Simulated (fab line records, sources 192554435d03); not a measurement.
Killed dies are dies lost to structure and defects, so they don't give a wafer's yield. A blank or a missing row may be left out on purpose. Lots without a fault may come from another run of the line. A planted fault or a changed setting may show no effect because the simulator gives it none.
fab line records | flow n5_finfet
record lots=9 wafers=27 last_day=18
route steps=1938 shown SD_EPI_P@316 SD_ACTIVATION@331 ILD0@341 BEOL_M4@1111
lots that met no fault: from a run of the same line without faults
start_h: hours from the record's first day to the start of the lot's first wafer shown | wait_h: hours since the lot's step before | " the same as in the row above | L1.1+2: a row that stands for several wafers | - no value, or no start given | * or withheld: withheld | < > ~ a bound
route shown NAME@n: a module of which the file shows steps, and the number in the route of the first | usual: mean/standard deviation of fault-free wafers | same: alike in all rows | chamber/n: place in a boat | sites: the reading at each site | _std_site: their standard deviation | _edge_site: outer sites' mean less inner sites' | radius_mm: how far each site lies from the wafer's centre | mask NAME#n: copy n | behind: the tool/chamber that last shaped the wafer | hold: why the lot was held/for how many hours/how that ended | device: the transistor (n, p or np) that didn't switch | end of line: the same wafers' tests at the end of the route | a step without rows: its recipe alone | killed: dies lost to structure and defects at the first sort, not the wafer's yield | map: a wafer's dies, x killed, . not, _ none there
set.NAME: the setting as run; set.NAME@STEP: as run at that earlier step | model.NAME: the simulator's own value behind a step, which no gauge read
steps of the route over a sample of lots; a table a step, a row a wafer
services: from which hour (start_h, from the record's first day; less than 0 if before it) a tool's chamber was out of use, for how many hours, and why
## steps
# step N5_SD_EPI_P_STRIP_40
# recipe chemistry=N2/H2 power_w=1000 temp_c=250 h2_frac=0.65 overash_fraction=0.3 pressure_mtorr=withheld n2_flow_sccm=1750 h2_flow_sccm=3250
# usual drypump_motor_current_A=5.87/0.27 heater_power_w=322/32 n2_flow_sccm=1751/4.8 oes_product_au=0.760/0.012
# columns lot.wafer tool chamber start_h wait_h drypump_motor_current_A heater_power_w n2_flow_sccm oes_product_au rf_hours_counter_h
L873.3 plasma_asher-01 0 55.51 0.0 5.64 310 1751 0.761 -
L873.4 " 1 " " 5.73 312 1762 0.746 -
L873.5 " 0 " " 5.64 302 1755 0.780 -
L874.1 plasma_asher-01 0 63.52 0.0 5.65 315 1755 0.768 36
L874.2 " 1 " " 5.73 308 1748 0.756 36
L874.5 " 0 " " 5.63 308 1748 0.750 -
L875.2 plasma_asher-01 1 66.69 0.0 5.78 307 1752 0.751 36
L875.3 " 1 " " 5.78 309 1754 0.753 -
L875.4 " 0 " " 5.65 304 1754 0.755 -
L878.2 plasma_asher-02 1 85.00 0.0 6.39 387 1748 0.789 86
L878.4 " 1 " " 6.38 379 1753 0.743 -
L878.6 " 1 " " 6.40 390 1753 0.741 -
L888.1 plasma_asher-01 0 143.48 0.0 5.65 307 1752 0.756 50
L888.5 " 1 " " 5.77 318 1747 0.777 -
L888.6 " 0 " " 5.61 314 1756 0.749 -
L890.2 plasma_asher-01 1 158.68 0.0 5.79 311 1748 0.759 53
L890.3 " 0 " " 5.64 304 1750 0.736 -
L890.6 " 0 " " 5.66 303 1756 0.757 -
L892.3 plasma_asher-01 1 174.19 0.0 5.76 294 1749 0.774 -
L892.5 " 1 " " 5.72 299 1745 0.773 -
L892.6 " 0 " " 5.63 302 1751 0.761 -
L894.2 plasma_asher-02 1 184.99 0.0 6.42 391 1758 0.759 107
L894.3 " 0 " " 5.89 306 1753 0.772 -
L894.5 " 0 " " 5.88 305 1752 0.755 -
L896.1 plasma_asher-02 1 195.66 0.0 6.38 389 1748 0.769 109
L896.4 " 1 " " 6.36 395 1751 0.764 -
L896.6 " 1 " " 6.40 397 1745 0.766 -
# step N5_SD_ACTIVATION_LSA_01
# recipe temp_c=1080 time_s=0.0008 ambient=N2
# usual wafer_temp_C_max=1085.8/2.3
# columns lot.wafer tool chamber start_h wait_h wafer_temp_C_max
L873.3 laser_anneal-01 0 59.17 0.2 1088.5
L873.4 " 0 " " 1087.4
L873.5 " 0 " " 1089.2
L874.1 laser_anneal-02 0 67.49 0.2 1083.8
L874.2 " 0 " " 1083.7
L874.5 " 0 " " 1084.1
L875.2 laser_anneal-01 0 69.95 0.2 1088.2
L875.3 " 0 " " 1088.3
L875.4 " 0 " " 1090.6
L878.2 laser_anneal-01 0 88.15 0.2 1088.7
L878.4 " 0 " " 1089.8
L878.6 " 0 " " 1086.9
L888.1 laser_anneal-01 0 148.64 0.2 1117.6
L888.5 " 0 " " 1116.0
L888.6 " 0 " " 1113.2
L890.2 laser_anneal-01 0 161.83 0.2 1113.3
L890.3 " 0 " " 1116.4
L890.6 " 0 " " 1114.5
L892.3 laser_anneal-02 0 178.19 0.2 1085.5
L892.5 " 0 " " 1084.2
L892.6 " 0 " " 1084.5
L894.2 laser_anneal-02 0 188.13 0.2 1085.3
L894.3 " 0 " " 1083.9
L894.5 " 0 " " 1083.1
L896.1 laser_anneal-02 0 198.78 0.2 1084.4
L896.4 " 0 " " 1084.1
L896.6 " 0 " " 1084.0
# step N5_SD_ACTIVATION_RS_MEAS_03
# recipe thk_meas_gauge=four-point-probe
# usual RS_SD_N=21.87/0.27 RS_SD_P=56.1/0.89
# columns lot.wafer tool chamber start_h wait_h RS_SD_N[ohm/sq] RS_SD_P[ohm/sq]
L873.3 film_metro-01 - 59.35 0.2 21.91 56.9
L873.4 " - " " 22.17 58.2
L873.5 " - " " 21.84 58.2
L874.1 film_metro-02 - 67.70 0.2 22.10 55.9
L874.2 " - " " 21.40 55.7
L874.5 " - " " 21.82 55.2
L875.2 film_metro-02 - 70.15 0.2 22.10 56.4
L875.3 " - " " 22.08 54.9
L875.4 " - " " 22.02 57.2
L878.2 film_metro-02 - 88.34 0.2 21.90 55.5
L878.4 " - " " 22.22 54.8
L878.6 " - " " 21.77 55.0
L888.1 film_metro-02 - 148.85 0.2 19.18 56.2
L888.5 " - " " 19.41 55.2
L888.6 " - " " 19.46 54.8
L890.2 film_metro-02 - 162.02 0.2 19.12 54.9
L890.3 " - " " 19.01 55.0
L890.6 " - " " 18.85 54.7
L892.3 film_metro-01 - 178.37 0.2 21.62 56.6
L892.5 " - " " 21.58 56.8
L892.6 " - " " 22.03 56.3
L894.2 film_metro-02 - 188.33 0.2 21.74 56.8
L894.3 " - " " 22.04 55.9
L894.5 " - " " 22.33 57.0
L896.1 film_metro-01 - 198.98 0.2 21.98 55.5
L896.4 " - " " 21.94 55.4
L896.6 " - " " 21.72 55.7
# step N5_ILD0_THK_MEAS_08
# usual thk_nm=138.9/0.88
# columns lot.wafer tool chamber start_h wait_h thk_nm
L873.3 film_metro-01 - 62.66 - 141.1
L873.4 " - " " 140.6
L873.5 " - " " 139.6
L874.1 film_metro-01 - 71.04 - 139.9
L874.2 " - " " 140.2
L874.5 " - " " 139.5
L875.2 film_metro-01 - 73.47 - 138.0
L875.3 " - " " 139.0
L875.4 " - " " 139.6
L878.2 film_metro-01 - 91.84 - 138.9
L878.4 " - " " 138.9
L878.6 " - " " 138.8
L888.1 film_metro-01 - 152.19 - 139.3
L888.5 " - " " 137.6
L888.6 " - " " 139.0
L890.2 film_metro-01 - 165.35 - 138.1
L890.3 " - " " 139.4
L890.6 " - " " 139.5
L892.3 film_metro-01 - 181.98 - 139.9
L892.5 " - " " 139.2
L892.6 " - " " 138.1
L894.2 film_metro-02 - 192.96 - 139.5
L894.3 " - " " 139.1
L894.5 " - " " 139.1
L896.1 film_metro-02 - 202.71 - 136.7
L896.4 " - " " 138.7
L896.6 " - " " 137.7
# step N5_ILD0_ALD_15
# recipe material=SiNx target_thk_a=240 temp_c=400 ald_precursor_family=SiH2I2 ald_co_reactant=N2/H2-plasma pulse_time_s=1 ald_cycles=480 purge_time_s=2 co_reactant_purge_time_s=2 pressure_torr=2
# usual heater_power_w=840/100 precursor_pulse_height_rel=0.997/0.021
# same purge_time_s=2
# columns lot.wafer tool chamber start_h wait_h heater_power_w precursor_pulse_height_rel
L873.3 ald_sin-01 1 63.42 0.4 686 0.996
L873.4 " 3 " " 820 1.003
L873.5 " 0 64.51 1.3 796 0.992
L874.1 ald_sin-01 0 71.76 0.6 786 0.994
L874.2 " 2 " " 859 0.989
L874.5 " 1 72.84 1.2 677 0.995
L875.2 ald_sin-03 0 74.19 0.5 902 0.974
L875.3 " 3 " " 738 0.940
L875.4 " 3 75.27 1.3 713 0.982
L878.2 ald_sin-01 3 92.83 0.6 831 0.937
L878.4 " 1 " " 702 1.009
L878.6 " 2 93.91 1.2 860 0.991
L888.1 ald_sin-03 2 152.91 0.6 849 0.998
L888.5 " 3 153.99 1.2 719 0.992
L888.6 " 2 " " 838 1.000
L890.2 ald_sin-01 3 166.07 0.5 822 0.988
L890.3 " 0 " " 774 0.980
L890.6 " 1 167.16 1.1 689 1.013
L892.3 ald_sin-01 1 182.70 0.4 694 0.974
L892.5 " 0 183.78 1.2 783 0.990
L892.6 " 1 " " 692 1.019
L894.2 ald_sin-03 0 193.68 0.5 955 0.993
L894.3 " 2 " " 822 0.997
L894.5 " 1 194.76 1.2 816 1.000
L896.1 ald_sin-03 1 203.43 0.6 830 0.985
L896.4 " 2 " " 835 0.997
L896.6 " 0 204.52 1.1 975 1.002
# step N5_BEOL_M4_RC_MEAS_101
# usual DIBL_N=35.9/1.3 DIBL_P=36.3/1.5 IOFF_N=0.153/0.023 IOFF_P=0.208/0.028 ION_N=672/9.7 ION_P=462/6.6 RC_DENSE_N=18.9/0.34 RC_N=15.39/0.27 REXT_N=75.3/1.4 RS_SD_N=28.3/0.33 SS_N=71.5/0.53 SS_P=73.3/0.59 VT_N=250.4/2.7 VT_P=-250.5/3
# columns lot.wafer tool chamber start_h wait_h DIBL_N[mV/V] DIBL_P[mV/V] IOFF_N[nA/um] IOFF_P[nA/um] ION_N[uA/um] ION_P[uA/um] RC_DENSE_N[ohm.um] RC_N[ohm.um] REXT_N[ohm.um] RS_SD_N[ohm/sq] SS_N[mV/dec] SS_P[mV/dec] VT_N[mV] VT_P[mV]
L873.3 prober-02 0 168.84 0.3 35.3 35.2 0.137 0.175 660 453 18.2 14.79 76.3 28.3 71.3 73.1 250.9 -254.6
L873.4 " 0 " " 36.9 37.2 0.162 0.197 679 461 18.5 15.24 77.2 28.5 71.8 73.7 249.6 -255.0
L873.5 " 0 " " 34.4 33.8 0.120 0.152 660 450 18.8 15.21 75.3 28.1 70.7 72.3 254.1 -257.9
L874.1 prober-01 0 183.96 0.0 35.9 35.8 0.154 0.189 673 457 19.6 15.92 77.6 28.8 71.3 73.1 251.8 -254.4
L874.2 " 0 " " 37.1 37.6 0.182 0.213 677 457 19.2 15.62 77.4 28.2 71.6 73.7 251.6 -250.9
L874.5 " 0 " " 37.2 37.0 0.181 0.215 684 465 19.3 15.69 77.3 28.3 72.2 74.0 248.6 -250.2
L875.2 prober-02 0 194.10 0.2 34.1 36.7 0.150 0.207 674 467 19.5 15.84 77.8 28.4 71.5 73.5 247.2 -250.3
L875.3 " 0 " " 33.4 36.1 0.139 0.206 665 463 19.3 15.90 78.8 28.6 71.5 73.4 248.8 -250.9
L875.4 " 0 " " 34.4 36.6 0.148 0.195 664 455 19.2 15.71 78.5 28.6 71.6 73.8 246.3 -252.2
L878.2 prober-02 0 211.64 0.2 35.9 36.9 0.143 0.198 655 451 19.2 15.53 73.8 28.2 71.9 72.9 253.9 -255.0
L878.4 " 0 " " 37.1 38.6 0.173 0.225 671 461 19.0 15.44 75.1 28.5 71.3 73.9 248.6 -249.8
L878.6 " 0 " " 34.8 36.6 0.137 0.194 666 459 19.0 15.40 75.0 27.9 70.9 72.7 251.7 -250.7
L888.1 prober-02 0 276.12 0.0 36.1 36.8 0.162 0.238 685 473 16.4 13.38 70.3 25.2 72.4 73.4 247.0 -251.2
L888.5 " 0 " " 36.8 36.9 0.174 0.254 697 474 16.5 13.52 71.0 25.5 71.5 73.7 244.9 -247.1
L888.6 " 0 " " 37.2 37.5 0.177 0.272 682 474 16.3 13.49 70.6 25.2 71.4 73.6 250.2 -245.2
L890.2 prober-01 0 279.33 0.2 35.0 36.2 0.139 0.171 683 456 16.5 13.34 69.7 25.4 71.3 72.8 253.4 -254.9
L890.3 " 0 " " 35.5 36.0 0.144 0.177 673 456 16.6 13.54 69.8 25.2 71.6 73.7 251.8 -255.3
L890.6 " 0 " " 34.6 35.4 0.130 0.162 669 456 16.3 13.36 69.1 24.9 71.3 73.0 253.2 -255.0
L892.3 prober-01 0 303.42 0.8 33.7 34.3 0.136 0.213 665 462 19.4 15.91 75.6 28.2 70.9 73.3 251.6 -247.8
L892.5 " 0 " " 33.9 34.7 0.137 0.212 670 466 18.8 15.39 75.4 28.3 70.4 72.4 250.3 -248.5
L892.6 " 0 " " 34.0 35.1 0.144 0.223 686 476 18.9 15.62 76.4 28.7 71.5 73.6 251.4 -245.7
L894.2 prober-02 0 313.32 0.2 37.1 38.5 0.190 0.239 690 472 19.2 15.50 77.4 28.2 71.4 74.4 247.0 -248.6
L894.3 " 0 " " 36.4 37.5 0.170 0.215 691 468 19.1 15.46 76.1 28.4 71.4 74.6 248.6 -250.0
L894.5 " 0 " " 36.6 37.4 0.165 0.209 679 462 18.9 15.44 75.9 29.1 71.7 73.0 249.0 -248.8
L896.1 prober-02 0 336.40 0.0 35.8 35.8 0.145 0.211 689 473 19.1 15.53 75.0 28.8 70.6 72.9 248.5 -249.6
L896.4 " 0 " " 35.0 34.7 0.134 0.189 679 469 18.9 15.40 76.0 28.4 70.9 72.8 250.8 -249.5
L896.6 " 0 " " 35.3 34.6 0.136 0.192 672 462 18.7 15.45 76.3 28.6 70.7 73.1 250.5 -249.6
## services
# columns tool chamber start_h hours kind
ald_sin-01 2 52.79 8.0 repair
ald_sin-03 - 83.95 6.1 pm
laser_anneal-02 - 113.43 1.9 pm
laser_anneal-01 - 118.20 2.6 pm
ald_sin-01 2 132.12 6.5 repair
laser_anneal-02 - 136.80 5.5 pm
ald_sin-01 0 149.81 5.6 repair
laser_anneal-02 - 162.61 0.5 repair
laser_anneal-01 - 166.24 12.6 pm
ald_sin-03 - 178.86 14.0 pm
ald_sin-03 0 178.86 14.0 vent_cycle
ald_sin-03 1 178.86 14.0 vent_cycle
ald_sin-03 2 178.86 14.0 vent_cycle
ald_sin-03 3 178.86 14.0 vent_cycle
ald_sin-03 0 192.86 - clean
ald_sin-03 1 192.86 - clean
ald_sin-03 2 192.86 - clean
ald_sin-03 3 192.86 - clean
## key
first_sign step=N5_SD_ACTIVATION_LSA_01 reading=wafer_temp_C_max direction=up sigmas=13 usual=* struck=*
effect step=N5_SD_ACTIVATION_RS_MEAS_03 reading=RS_SD_N direction=down sigmas=10 usual=21.87 struck=19.17
effect step=N5_BEOL_M4_RC_MEAS_101 reading=RS_SD_N direction=down sigmas=9.3 usual=28.3 struck=25.2
effect step=N5_BEOL_M4_RC_MEAS_101 reading=RC_N direction=down sigmas=7.4 usual=15.39 struck=13.44
effect step=N5_BEOL_M4_RC_MEAS_101 reading=RC_DENSE_N direction=down sigmas=7.1 usual=18.9 struck=16.4
effect step=N5_BEOL_M4_RC_MEAS_101 reading=REXT_N direction=down sigmas=3.8 usual=75.3 struck=70.1
met_at N5_SD_ACTIVATION_LSA_01
struck_lots L888,L890
not_acting_at N5_SD_EPI_P_STRIP_40,N5_ILD0_THK_MEAS_08,N5_ILD0_ALD_15
onset_between 88.15 148.64
fault kind=process_parameter_drift tool=laser_anneal-01 chamber=- onset_h=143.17 steps=N5_SD_ACTIVATION_LSA_01 channel=temp_c offset=* shape=step end_h=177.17 stated=*
